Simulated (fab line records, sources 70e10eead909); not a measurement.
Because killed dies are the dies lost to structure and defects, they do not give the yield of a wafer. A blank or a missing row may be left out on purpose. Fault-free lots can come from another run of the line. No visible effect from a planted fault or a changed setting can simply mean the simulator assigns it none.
Which tool was responsible? + flow nand harc + 36 wafers from 12 lots sampled at 6 of the route's 1159 steps

## WHAT EACH GAUGE READ, for each wafer
NHARC_P_GATE_INSPECT_68. Usual: raw defect count 183, standard deviation 66.
| lot  | measured     | on                | raw defect count | flag |
|------|--------------|-------------------|------------------|------|
| L277 | day 5 11:08  | defect inspect-02 | 116 151 134      |      |
| L279 | day 6 02:56  | defect inspect-01 | 204 262 152      |      |
| L278 | day 6 03:56  | defect inspect-01 | 147 117 236      |      |
| L280 | day 6 14:04  | defect inspect-02 | 248 187 134      |      |
| L281 | day 6 12:28  | defect inspect-02 | 55 126 74        |      |
| L284 | day 7 06:41  | defect inspect-01 | 234 292 203      |      |
| L286 | day 7 16:56  | defect inspect-02 | 152 419 168      |      |
| L295 | day 10 01:46 | defect inspect-02 | 122 152 218      |      |
| L297 | day 10 08:34 | defect inspect-01 | 207 198 292      |      |
| L298 | day 10 18:57 | defect inspect-02 | 184 124 191      |      |
| L299 | day 10 19:30 | defect inspect-02 | 110 160 175      |      |
| L300 | day 11 11:56 | defect inspect-01 | 183 190 148      |      |

NHARC_END_SORT_01. Usual: killed at array 24, standard deviation 7.4; killed at other 0.5, standard deviation 0.81; killed at periphery 3.4, standard deviation 2.3; killed dies 28, standard deviation 8; killed open 3.4, standard deviation 1.8; killed short 2.0, standard deviation 1.4.
| lot  | measured     | on        | killed at array | killed at other | killed at periphery | killed dies | killed open | killed short | flag |
|------|--------------|-----------|-----------------|-----------------|---------------------|-------------|-------------|--------------|------|
| L280 | day 20 11:10 | prober-01 | 17 20 11        | 0 2 1           | 2 3 0               | 19 25 12    | 4 4 1       | 4 3 1        |      |
| L284 | day 20 19:17 | prober-02 | 33 25 16        | 0 0 0           | 4 1 1               | 37 26 17    | 6 3 2       | 1 2 2        |      |
| L286 | day 21 09:03 | prober-02 | 24 18 23        | 0 0 1           | 1 37 0              | 25 55 24    | 3 3 4       | 2 1 1        | OFF  |

## EACH LOT AND THE TOOL THAT RAN IT (in order: tool; ch and the chambers of the sampled wafers; start)
| lot  | NHARC_P_GATE_ETCH_32             | NHARC_P_GATE_DEGAS_109       | NHARC_P_GATE_RTA_82              | NHARC_P_CONTACT_DEP_00                     |
|------|----------------------------------|------------------------------|----------------------------------|--------------------------------------------|
| L277 | rie si-03 ch 0,1,3, day 4 16:34  | pvd sputter-02, day 5 10:11  | rtp anneal-01 ch 0, day 5 10:58  | pecvd-01 ch 0,1,2, no start                |
| L279 | rie si-06 ch 0,3, day 5 09:08    | pvd sputter-03, day 6 01:53  | rtp anneal-01 ch 0, day 6 02:44  | pecvd-01 ch 0,1,2, no start                |
| L278 | rie si-02 ch 0,1,2, day 5 09:25  | pvd sputter-01, day 6 02:59  | rtp anneal-02 ch 0, day 6 03:48  | pecvd-01 ch 0,1,2, no start                |
| L280 | rie si-02 ch 1,2,3, day 5 18:17  | pvd sputter-01, day 6 13:01  | rtp anneal-02 ch 0, day 6 13:56  | pecvd-03 ch 0,1, day 20 11:10 or earlier   |
| L281 | rie si-03 ch 0,1, day 5 18:44    | pvd sputter-03, day 6 11:31  | rtp anneal-01 ch 0, day 6 12:20  | pecvd-01 ch 0,1, no start                  |
| L284 | rie si-03 ch 0,1, day 6 11:09    | pvd sputter-03, day 7 05:32  | rtp anneal-02 ch 0, day 7 06:30  | pecvd-01 ch 0,1, day 20 19:17 or earlier   |
| L286 | rie si-02 ch 0,1,3, day 6 22:58  | pvd sputter-03, day 7 15:55  | rtp anneal-01 ch 0, day 7 16:46  | pecvd-01 ch 0,1,2, day 21 09:03 or earlier |
| L295 | rie si-06 ch 1,3, day 9 07:19    | pvd sputter-01, day 10 00:44 | rtp anneal-01 ch 0, day 10 01:34 | pecvd-01 ch 0,2, no start                  |
| L297 | rie si-03 ch 0,1, day 9 14:38    | pvd sputter-01, day 10 07:28 | rtp anneal-02 ch 0, day 10 08:23 | pecvd-02 ch 0,1, no start                  |
| L298 | rie si-06 ch 1,2,3, day 10 01:14 | pvd sputter-01, day 10 17:56 | rtp anneal-01 ch 0, day 10 18:47 | pecvd-02 ch 1,2, no start                  |
| L299 | rie si-03 ch 0,2,3, day 10 01:25 | pvd sputter-02, day 10 18:20 | rtp anneal-02 ch 0, day 10 19:18 | pecvd-01 ch 0,1,2, no start                |
| L300 | rie si-03 ch 1,2,3, day 10 17:31 | pvd sputter-01, day 11 10:59 | rtp anneal-01 ch 0, day 11 11:46 | pecvd-01 ch 0,2, no start                  |
- NHARC_P_GATE_ETCH_32: etches the open film in HBr/Cl2, target depth 150 nm, time 100.1 s.
- NHARC_P_GATE_DEGAS_109: time 60 s.
- NHARC_P_GATE_RTA_82: time 30 s.
- NHARC_P_CONTACT_DEP_00: deposits SiO2, target thk 500 nm.

## AS READ BY THE TOOLS THEMSELVES (means over the sampled wafers that have a number; for cases with no such wafer, the mark the record gives instead)
NHARC_P_GATE_ETCH_32. Usual: chamber pressure mTorr 15.001 mTorr, standard deviation 0.013; drypump motor current A 5.9 A, standard deviation 0.48; mfc cl2 sccm 50.01 sccm, standard deviation 0.16; oes product au 0.997 a.u., standard deviation 0.0077; throttle valve pct 26.404 %, standard deviation 0.0089.
| lot  | tool      | chamber pressure mTorr (mTorr) | drypump motor current A (A) | mfc cl2 sccm (sccm) | oes product au (a.u.) | throttle valve pct (%) | flag |
|------|-----------|--------------------------------|-----------------------------|---------------------|-----------------------|------------------------|------|
| L277 | rie si-03 | 15.007                         | 5.7                         | 49.95               | 0.996                 | 26.396                 |      |
| L279 | rie si-06 | 14.992                         | 5.8                         | 50.16               | 1.000                 | 26.395                 |      |
| L278 | rie si-02 | 15.013                         | 6.0                         | 50.10               | 0.998                 | 26.404                 |      |
| L280 | rie si-02 | 14.991                         | 6.0                         | 50.07               | 0.998                 | 26.400                 |      |
| L281 | rie si-03 | 15.007                         | 6.1                         | 49.86               | 0.999                 | 26.417                 |      |
| L284 | rie si-03 | 15.010                         | 6.1                         | 50.17               | 1.000                 | 26.398                 |      |
| L286 | rie si-02 | 15.001                         | 5.9                         | 50.02               | 0.983                 | 26.413                 |      |
| L295 | rie si-06 | 14.985                         | 6.3                         | 50.06               | 1.000                 | 26.410                 |      |
| L297 | rie si-03 | 14.996                         | 6.1                         | 50.08               | 0.989                 | 26.412                 |      |
| L298 | rie si-06 | 14.990                         | 5.9                         | 49.98               | 1.002                 | 26.401                 |      |
| L299 | rie si-03 | 14.992                         | 5.4                         | 50.12               | 0.994                 | 26.402                 |      |
| L300 | rie si-03 | 14.992                         | 5.4                         | 50.05               | 0.998                 | 26.405                 |      |

NHARC_P_GATE_DEGAS_109. Usual: heater power w 466 W, standard deviation 49.
| lot  | tool           | heater power w (W) | flag |
|------|----------------|--------------------|------|
| L277 | pvd sputter-02 | 450                |      |
| L279 | pvd sputter-03 | 479                |      |
| L278 | pvd sputter-01 | 467                |      |
| L280 | pvd sputter-01 | 426                |      |
| L281 | pvd sputter-03 | 487                |      |
| L284 | pvd sputter-03 | 465                |      |
| L286 | pvd sputter-03 | 484                |      |
| L295 | pvd sputter-01 | 459                |      |
| L297 | pvd sputter-01 | 464                |      |
| L298 | pvd sputter-01 | 447                |      |
| L299 | pvd sputter-02 | 441                |      |
| L300 | pvd sputter-01 | 509                |      |

NHARC_P_GATE_RTA_82. Usual: lamp power pct 4.45 %, standard deviation 0.19; lamp_zone_4_pct 4.45 %, standard deviation 0.19; wafer_temp_C_max 452.9, standard deviation 1.2.
| lot  | tool          | lamp power pct (%) | lamp_zone_4_pct (%) | wafer_temp_C_max | flag |
|------|---------------|--------------------|---------------------|------------------|------|
| L277 | rtp anneal-01 | 4.60               | 4.60                | 453.8            |      |
| L279 | rtp anneal-01 | 4.59               | 4.60                | 453.8            |      |
| L278 | rtp anneal-02 | 4.20               | 4.20                | 451.2            |      |
| L280 | rtp anneal-02 | 4.21               | 4.20                | 451.4            |      |
| L281 | rtp anneal-01 | 4.59               | 4.59                | 453.9            |      |
| L284 | rtp anneal-02 | 4.21               | 4.21                | 451.3            |      |
| L286 | rtp anneal-01 | 4.60               | 4.60                | 453.5            |      |
| L295 | rtp anneal-01 | 4.60               | 4.59                | 454.3            |      |
| L297 | rtp anneal-02 | 4.21               | 4.21                | 451.5            |      |
| L298 | rtp anneal-01 | 4.60               | 4.60                | 453.4            |      |
| L299 | rtp anneal-02 | 4.21               | 4.20                | 451.2            |      |
| L300 | rtp anneal-01 | 4.60               | 4.60                | 453.5            |      |

NHARC_P_CONTACT_DEP_00. Usual: chamber pressure Torr 6.500 Torr, standard deviation 0.013; flow sccm 2651 sccm, standard deviation 7.5; heater power w 569 W, standard deviation 75; throttle valve pct 15.9 %, standard deviation 0.52.
| lot  | tool     | chamber pressure Torr (Torr) | flow sccm (sccm) | heater power w (W) | throttle valve pct (%) | flag |
|------|----------|------------------------------|------------------|--------------------|------------------------|------|
| L277 | pecvd-01 | 6.490                        | 2650             | 533                | 15.8                   |      |
| L279 | pecvd-01 | 6.496                        | 2655             | 565                | 15.8                   |      |
| L278 | pecvd-01 | 6.496                        | 2649             | 530                | 16.0                   |      |
| L280 | pecvd-03 | 6.510                        | 2651             | 565                | 15.6                   |      |
| L281 | pecvd-01 | 6.519                        | 2648             | 547                | 15.8                   |      |
| L284 | pecvd-01 | 6.507                        | 2650             | 528                | 15.8                   |      |
| L286 | pecvd-01 | 6.495                        | 2661             | 546                | 15.8                   |      |
| L295 | pecvd-01 | 6.500                        | 2650             | 550                | 16.1                   |      |
| L297 | pecvd-02 | 6.505                        | 2652             | 613                | 16.7                   |      |
| L298 | pecvd-02 | 6.487                        | 2651             | 652                | 15.2                   |      |
| L299 | pecvd-01 | 6.500                        | 2647             | 584                | 16.1                   |      |
| L300 | pecvd-01 | 6.505                        | 2653             | 523                | 15.9                   |      |

## THE ANSWER, worked out from the rows above alone
Rule: lot off if the mean of its wafers having a number is beyond 3 standard deviations from the usual mean. Also off: a lot with no number at a reading for which 4 or more lots have one. All remaining lots with rows at the step are treated as sound. The gauges are gone through in route order, then the tools' own readings, and for those a lot's mean is taken as printed above. The first step at which some lot is off is used, and at that step the reading that is off furthest; a lot without a number counts as furthest.
Off, at NHARC_END_SORT_01 on killed at periphery: L286. Neither off nor sound, because the step has no rows for them: L277, L279, L278, L281, L295, L297, L298, L299, L300.
If a tool, at a process step before that reading, ran all the lots that are off and no sound lot after the first of them, it fits. The gauges at NHARC_END_SORT_01 are tried like those tools. NHARC_P_CONTACT_DEP_00: start missing for some lots; hours and lot order therefore follow NHARC_END_SORT_01. Can't be told from this: 5 tools fit, rie si-02 at NHARC_P_GATE_ETCH_32, pvd sputter-03 at NHARC_P_GATE_DEGAS_109, rtp anneal-01 at NHARC_P_GATE_RTA_82, pecvd-01 at NHARC_P_CONTACT_DEP_00, prober-02 at NHARC_END_SORT_01.

## WHAT WAS PUT IN BY THE SIMULATOR
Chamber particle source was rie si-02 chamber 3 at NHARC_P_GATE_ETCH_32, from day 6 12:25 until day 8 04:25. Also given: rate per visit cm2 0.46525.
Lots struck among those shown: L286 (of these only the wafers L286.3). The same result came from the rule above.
